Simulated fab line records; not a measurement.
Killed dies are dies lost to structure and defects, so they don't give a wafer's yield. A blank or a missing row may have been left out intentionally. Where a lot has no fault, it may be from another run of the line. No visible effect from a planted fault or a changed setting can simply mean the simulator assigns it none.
fab line records -- flow n5-finfet
record lots=9, wafers=27, last-day=16
route steps=1938 shown SD_EPI_N@272 SD_EPI_P@308 BEOL_M4@1111
lots that met no fault: from a run of the same line without faults
start-h: hours from the record's first day to the start of the lot's first wafer shown -- wait-h: hours elapsed since this lot's preceding step -- " same as the row above -- L1.1+2: a row that stands for several wafers -- - no value present, or no start provided -- * or withheld: withheld -- < > ~ a bound
route shown NAME@n: NAME is a module with steps in the file, n the number in the route of the first one -- usual: mean/standard deviation of fault-free wafers -- same: alike in all rows -- chamber/n: place in a boat -- sites: each site's reading -- _std_site: their standard deviation -- _edge_site: inner sites' mean taken away from outer sites' mean -- radius-mm: how far each site lies from the wafer's centre -- mask NAME#n: copy n -- behind: tool/chamber where the wafer was last shaped -- hold: why the lot went on hold/how many hours it stayed there/how the hold came to an end -- device: the n, p or np transistor that did not switch -- end of line: the same wafers' tests at the end of the route -- a step given without rows: its recipe and nothing more -- killed: at the first sort, the dies lost to defects and structure; wafer yield is something else -- map: a wafer's dies, marking killed ones x, the rest . and places with no die _
set.NAME: the setting that was run; set.NAME@STEP: the one run at that earlier step -- model.NAME: the simulator's own value behind a step, which no gauge read
a sample of lots followed through the steps of the route, with each step as a table and each wafer as a row
services: a tool's chamber out of use, with start hour (start-h, from the record's first day; less than 0 if before it), hours out, and reason
## steps
# step N5_SD_EPI_N_INSPECT_11
# recipe mode=adi, inspect-instrument=macro
# usual raw-defect-count=2.0/1.2
lot.wafer,tool,chamber,start-h,wait-h,raw-defect-count
L144.2,defect-inspect-01,-,53.99,0.0,1
L144.3,defect-inspect-01,-,53.99,0.0,3
L144.4,defect-inspect-01,-,53.99,0.0,1
L146.3,defect-inspect-01,-,61.96,0.0,4
L146.5,defect-inspect-01,-,61.96,0.0,2
L146.6,defect-inspect-01,-,61.96,0.0,1
L148.1,defect-inspect-02,-,74.06,0.0,4
L148.4,defect-inspect-02,-,74.06,0.0,2
L148.5,defect-inspect-02,-,74.06,0.0,2
L149.1,defect-inspect-02,-,79.88,0.0,4
L149.4,defect-inspect-02,-,79.88,0.0,1
L149.6,defect-inspect-02,-,79.88,0.0,4
L150.3,defect-inspect-02,-,85.61,0.0,0
L150.4,defect-inspect-02,-,85.61,0.0,2
L150.5,defect-inspect-02,-,85.61,0.0,3
L152.1,defect-inspect-01,-,97.95,0.0,0
L152.4,defect-inspect-01,-,97.95,0.0,1
L152.6,defect-inspect-01,-,97.95,0.0,3
L158.2,defect-inspect-02,-,137.30,0.0,0
L158.5,defect-inspect-02,-,137.30,0.0,0
L158.6,defect-inspect-02,-,137.30,0.0,1
L162.2,defect-inspect-02,-,161.76,0.0,3
L162.4,defect-inspect-02,-,161.76,0.0,4
L162.5,defect-inspect-02,-,161.76,0.0,3
L163.1,defect-inspect-02,-,165.05,0.0,3
L163.5,defect-inspect-02,-,165.05,0.0,2
L163.6,defect-inspect-02,-,165.05,0.0,1
# step N5_SD_EPI_N_EPI_MEAS_23
# recipe mode=xrd
# usual thk-nm=59.2/1.2
lot.wafer,tool,chamber,start-h,wait-h,thk-nm
L144.2,film-metro-02,-,57.77,1.2,59.3
L144.3,film-metro-02,-,57.77,1.2,61.1
L144.4,film-metro-02,-,57.77,1.2,60.2
L146.3,film-metro-02,-,65.63,1.1,60.9
L146.5,film-metro-02,-,65.63,1.1,58.4
L146.6,film-metro-02,-,65.63,1.1,58.2
L148.1,film-metro-02,-,77.48,1.4,59.0
L148.4,film-metro-02,-,77.48,1.4,58.5
L148.5,film-metro-02,-,77.48,1.4,59.4
L149.1,film-metro-01,-,84.35,1.9,59.7
L149.4,film-metro-01,-,84.35,1.9,58.8
L149.6,film-metro-01,-,84.35,1.9,59.9
L150.3,film-metro-01,-,89.06,0.9,58.8
L150.4,film-metro-01,-,89.06,0.9,59.5
L150.5,film-metro-01,-,89.06,0.9,59.7
L152.1,film-metro-02,-,101.40,1.5,57.9
L152.4,film-metro-02,-,101.40,1.5,58.3
L152.6,film-metro-02,-,101.40,1.5,58.5
L158.2,film-metro-02,-,140.74,1.2,60.2
L158.5,film-metro-02,-,140.74,1.2,60.5
L158.6,film-metro-02,-,140.74,1.2,58.4
L162.2,film-metro-02,-,165.32,1.2,59.0
L162.4,film-metro-02,-,165.32,1.2,59.3
L162.5,film-metro-02,-,165.32,1.2,58.3
L163.1,film-metro-02,-,169.26,1.9,56.3
L163.5,film-metro-02,-,169.26,1.9,61.5
L163.6,film-metro-02,-,169.26,1.9,59.5
# step N5_SD_EPI_P_ETCH_37
# recipe chemistry=N2/H2, target=SOC, overetch-a=1080, mask-material=SiARC, temp-c=40, ion-energy-ev=100, source-w=3000, bias-w=133, pressure-mtorr=20, time-s=486, n2-flow-sccm=200, h2-flow-sccm=200, ends=end-point
# usual drypump-motor-current-A=5.8/0.52, n2-flow-sccm=199.9/0.59, oes-product-au=0.74/0.081, rf-vpp-V=241.2/1.4, showerhead-plenum-p-Torr=2.59/0.081, throttle-valve-pct=23.66/0.21
lot.wafer,tool,chamber,start-h,wait-h,drypump-motor-current-A,n2-flow-sccm,oes-product-au,rf-hours-counter-h,rf-vpp-V,showerhead-plenum-p-Torr,throttle-valve-pct
L144.2,rie-diel-03,1,58.90,0.0,6.6,199.0,0.68,159,241.5,2.64,23.68
L144.3,rie-diel-03,2,58.90,0.0,6.4,199.9,0.87,1,242.2,2.73,23.62
L144.4,rie-diel-03,3,58.90,0.0,5.7,199.3,0.63,245,240.4,2.60,24.02
L146.3,rie-diel-02,0,66.76,0.0,6.1,201.1,0.71,111,242.2,2.67,23.60
L146.5,rie-diel-02,0,66.76,0.0,6.1,201.4,0.72,-,243.1,2.67,23.61
L146.6,rie-diel-02,1,66.76,0.0,5.8,199.0,0.64,-,240.2,2.51,24.06
L148.1,rie-diel-03,1,79.19,0.0,6.6,200.7,0.67,166,241.8,2.64,23.69
L148.4,rie-diel-03,1,79.19,0.0,6.6,200.6,0.68,-,242.0,2.64,23.70
L148.5,rie-diel-03,3,79.19,0.0,5.8,199.4,0.62,-,240.8,2.60,24.02
L149.1,rie-diel-01,1,85.95,0.0,5.7,199.6,0.73,105,239.5,2.56,23.72
L149.4,rie-diel-01,2,85.95,0.0,4.8,200.4,0.77,50,238.1,2.47,23.27
L149.6,rie-diel-01,1,85.95,0.0,5.7,200.8,0.72,-,241.1,2.56,23.71
L150.3,rie-diel-02,2,90.51,0.0,5.1,199.8,0.75,56,239.5,2.47,23.77
L150.4,rie-diel-02,1,90.51,0.0,5.8,200.1,0.63,-,238.9,2.51,24.06
L150.5,rie-diel-02,2,90.51,0.0,5.0,198.7,0.75,-,240.9,2.47,23.76
L152.1,rie-diel-03,3,102.66,0.0,5.7,200.5,0.90,0,242.0,2.60,23.65
L152.4,rie-diel-03,3,102.66,0.0,5.8,201.1,0.89,-,240.3,2.60,23.65
L152.6,rie-diel-03,2,102.66,0.0,6.4,199.8,0.83,-,242.6,2.72,23.63
L158.2,rie-diel-03,0,142.01,0.0,5.7,199.8,0.87,7,240.4,2.50,23.22
L158.5,rie-diel-03,1,142.01,0.0,6.6,199.8,0.66,-,242.5,2.63,23.72
L158.6,rie-diel-03,2,142.01,0.0,6.4,200.7,0.80,-,242.9,2.72,23.66
L162.2,rie-diel-01,0,166.45,0.0,5.8,200.0,0.76,45,242.5,2.68,23.78
L162.4,rie-diel-01,2,166.45,0.0,4.9,201.6,0.74,76,239.2,2.46,23.31
L162.5,rie-diel-01,0,166.45,0.0,5.8,200.1,0.75,-,242.9,2.68,23.78
L163.1,rie-diel-02,1,170.40,0.0,5.8,198.2,0.61,239,240.4,2.50,24.09
L163.5,rie-diel-02,2,170.40,0.0,5.1,199.4,0.73,-,239.2,2.46,23.77
L163.6,rie-diel-02,1,170.40,0.0,5.8,199.4,0.62,-,241.1,2.50,24.10
# step N5_SD_EPI_P_ETCHBACK_46
# recipe chemistry=CH3F/O2, mode=anisotropic-etchback, target=SiNx, target-depth-a=175, stop-on=SiO2, over-etch-frac=0.3, ion-energy-ev=120, pressure-mtorr=30, source-w=395, bias-w=73, Ar_flow_sccm=150, CH3F_flow_sccm=30, O2_flow_sccm=20
# usual drypump-motor-current-A=5.8/0.52, oes_o_777_au=0.83/0.092, oes-product-au=0.71/0.076, over-etch-frac=0.3/0, rf-vpp-V=298.5/2.2, showerhead-plenum-p-Torr=2.04/0.061, throttle-valve-pct=16.25/0.25
lot.wafer,tool,chamber,start-h,wait-h,drypump-motor-current-A,oes_o_777_au,oes-product-au,over-etch-frac,rf-hours-counter-h,rf-vpp-V,showerhead-plenum-p-Torr,throttle-valve-pct
L144.2,rie-diel-03,1,59.22,0.0,6.6,0.76,0.65,0.3,159,297.1,2.08,16.36
L144.3,rie-diel-03,2,59.22,0.0,6.4,0.97,0.84,0.3,1,294.6,2.13,16.08
L144.4,rie-diel-03,3,59.22,0.0,5.7,0.71,0.60,0.3,246,299.6,2.05,16.59
L146.3,rie-diel-02,0,67.08,0.0,6.1,0.81,0.68,0.3,111,298.2,2.09,15.94
L146.5,rie-diel-02,0,67.08,0.0,6.1,0.80,0.68,0.3,-,297.4,2.09,15.91
L146.6,rie-diel-02,1,67.08,0.0,5.8,0.70,0.61,0.3,-,296.6,1.98,16.78
L148.1,rie-diel-03,1,79.52,0.0,6.6,0.75,0.65,0.3,166,296.9,2.07,16.37
L148.4,rie-diel-03,1,79.52,0.0,6.6,0.75,0.65,0.3,-,297.2,2.07,16.36
L148.5,rie-diel-03,3,79.52,0.0,5.8,0.71,0.59,0.3,-,298.5,2.05,16.61
L149.1,rie-diel-01,1,86.28,0.0,5.7,0.81,0.69,0.3,105,299.8,2.02,16.20
L149.4,rie-diel-01,2,86.28,0.0,4.9,0.87,0.73,0.3,50,298.4,1.95,16.00
L149.6,rie-diel-01,1,86.28,0.0,5.7,0.81,0.69,0.3,-,300.0,2.02,16.20
L150.3,rie-diel-02,2,90.83,0.0,5.1,0.85,0.73,0.3,57,295.1,1.95,16.33
L150.4,rie-diel-02,1,90.83,0.0,5.9,0.70,0.60,0.3,-,297.5,1.98,16.79
L150.5,rie-diel-02,2,90.83,0.0,5.1,0.84,0.72,0.3,-,294.2,1.95,16.30
L152.1,rie-diel-03,3,102.98,0.0,5.7,1.01,0.84,0.3,0,299.6,2.05,16.13
L152.4,rie-diel-03,3,102.98,0.0,5.7,1.02,0.85,0.3,-,298.4,2.05,16.13
L152.6,rie-diel-03,2,102.98,0.0,6.4,0.92,0.80,0.3,-,294.4,2.13,16.08
L158.2,rie-diel-03,0,142.33,0.0,5.7,0.95,0.83,0.3,7,300.6,1.97,15.78
L158.5,rie-diel-03,1,142.33,0.0,6.6,0.73,0.63,0.30952,-,298.1,2.07,16.42
L158.6,rie-diel-03,2,142.33,0.0,6.4,0.89,0.76,0.3,-,295.9,2.13,16.11
L162.2,rie-diel-01,0,166.77,0.0,5.8,0.85,0.73,0.3,45,300.3,2.13,16.40
L162.4,rie-diel-01,2,166.77,0.0,4.9,0.84,0.71,0.3,76,297.1,1.94,16.04
L162.5,rie-diel-01,0,166.77,0.0,5.8,0.85,0.72,0.3,-,298.3,2.12,16.41
L163.1,rie-diel-02,1,170.72,0.0,5.8,0.68,0.59,0.3,239,297.1,1.97,16.83
L163.5,rie-diel-02,2,170.72,0.0,5.1,0.82,0.69,0.3,-,294.0,1.94,16.37
L163.6,rie-diel-02,1,170.72,0.0,5.8,0.68,0.59,0.3,-,297.0,1.97,16.85
# step N5_BEOL_M4_RC_MEAS_101
# usual DIBL_N=36.3/1.4, DIBL_P=36.2/1.5, IOFF_N=0.160/0.021, IOFF_P=0.211/0.027, ION_N=676/7.7, ION_P=463/5.5, SS_N=71.4/0.57, SS_P=73.3/0.58, VT_N=249.3/2.5, VT_P=-250.1/2.6
lot.wafer,tool,chamber,start-h,wait-h,DIBL_N[mV/V],DIBL_P[mV/V],IOFF_N[nA/um],IOFF_P[nA/um],ION_N[uA/um],ION_P[uA/um],SS_N[mV/dec],SS_P[mV/dec],VT_N[mV],VT_P[mV]
L144.2,prober-01,0,163.00,0.2,34.3,34.3,0.147,0.183,673,460,71.0,73.4,249.2,-253.5
L144.3,prober-01,0,163.00,0.2,35.3,34.4,0.144,0.182,667,455,71.3,73.5,251.0,-253.1
L144.4,prober-01,0,163.00,0.2,36.3,35.6,0.168,0.192,679,460,72.2,73.1,247.8,-251.2
L146.3,prober-01,0,186.48,0.3,34.7,35.4,0.147,0.193,674,461,70.8,72.1,249.7,-250.8
L146.5,prober-01,0,186.48,0.3,35.4,35.5,0.154,0.193,673,457,71.6,73.2,250.8,-250.3
L146.6,prober-01,0,186.48,0.3,35.9,36.0,0.162,0.212,676,463,71.6,72.9,249.0,-249.7
L148.1,prober-02,0,189.07,0.0,37.4,38.7,0.190,0.217,691,466,71.3,72.6,247.0,-251.9
L148.4,prober-02,0,189.07,0.0,35.2,35.6,0.150,0.176,671,457,70.5,72.5,248.2,-253.0
L148.5,prober-02,0,189.07,0.0,37.5,38.4,0.201,0.208,688,466,71.4,72.7,245.2,-251.5
L149.1,prober-02,0,192.73,0.0,34.6,34.4,0.129,0.152,674,452,71.2,73.3,254.6,-257.9
L149.4,prober-02,0,192.73,0.0,36.3,36.7,0.158,0.173,669,454,71.3,74.3,249.1,-257.4
L149.6,prober-02,0,192.73,0.0,37.5,37.7,0.168,0.185,671,449,72.1,74.0,251.6,-253.5
L150.3,prober-01,0,205.08,0.3,38.6,37.1,0.156,0.234,668,467,71.9,73.6,252.9,-250.9
L150.4,prober-01,0,205.08,0.3,38.2,37.4,0.152,0.229,673,469,71.0,73.6,249.7,-249.4
L150.5,prober-01,0,205.08,0.3,37.8,35.5,0.137,0.201,674,461,71.8,73.1,253.1,-250.7
L152.1,prober-01,0,217.77,0.0,35.9,37.6,0.178,0.229,687,463,71.1,73.7,248.4,-251.9
L152.4,prober-01,0,217.77,0.0,35.3,36.3,0.157,0.213,672,461,70.7,73.3,251.2,-250.3
L152.6,prober-01,0,217.77,0.0,35.4,35.6,0.154,0.201,679,461,70.4,73.0,248.0,-248.6
L158.2,prober-01,0,249.96,0.2,36.1,35.9,0.178,0.230,679,475,72.0,74.0,245.3,-247.7
L158.5,prober-01,0,249.96,0.2,36.5,35.2,0.171,0.227,679,467,71.3,73.6,245.6,-244.7
L158.6,prober-01,0,249.96,0.2,36.4,35.9,0.180,0.238,681,464,71.5,73.9,246.9,-247.4
L163.1,prober-02,0,276.11,0.0,35.1,33.6,0.140,0.178,667,459,70.2,72.8,251.3,-250.3
L163.5,prober-02,0,276.11,0.0,35.0,34.5,0.153,0.185,680,460,71.4,73.0,246.7,-255.1
L163.6,prober-02,0,276.11,0.0,34.2,33.2,0.135,0.174,668,455,70.4,72.7,249.4,-253.7
L162.2,prober-02,0,283.61,0.2,35.0,34.3,0.146,0.194,679,467,70.6,72.6,249.2,-249.9
L162.4,prober-02,0,283.61,0.2,35.2,34.6,0.144,0.202,667,462,70.2,72.6,249.8,-249.2
L162.5,prober-02,0,283.61,0.2,38.0,37.7,0.191,0.251,679,467,70.8,73.4,243.9,-248.9
## services
tool,chamber,start-h,hours,kind
rie-diel-03,2,73.19,12.5,repair
rie-diel-03,3,85.72,-,clean
rie-diel-03,3,85.72,-,consumable-replace:focus-ring
rie-diel-03,3,85.72,16.5,scheduled-down
rie-diel-03,3,85.72,16.5,vent-cycle
rie-diel-02,3,88.48,5.4,repair
rie-diel-03,0,102.26,-,clean
rie-diel-03,0,102.26,-,consumable-replace:focus-ring
rie-diel-03,0,102.26,15.1,scheduled-down
rie-diel-03,0,102.26,15.1,vent-cycle
rie-diel-01,3,135.89,14.2,repair
rie-diel-02,0,141.71,3.3,repair
rie-diel-03,3,151.46,4.3,repair
rie-diel-03,2,170.31,8.0,repair
## key
first-sign step=N5_SD_EPI_P_ETCHBACK_46, reading=over-etch-frac, direction=up, sigmas=99+, usual=0.3, struck=0.30952
effect none on later readings
met-at N5_SD_EPI_P_ETCHBACK_46
struck-lots L158
struck-wafers L158.5
not-acting-at N5_SD_EPI_N_INSPECT_11,N5_SD_EPI_N_EPI_MEAS_23,N5_SD_EPI_P_ETCH_37
onset-between 79.52 142.33
fault kind=process-parameter-drift, tool=rie-diel-03, chamber=1, onset-h=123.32, steps=N5_SD_EPI_P_ETCHBACK_46, channel=over-etch-frac, offset=0.0095241, shape=step, end-h=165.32, acts-in=these-recipes-only, stated=0.3
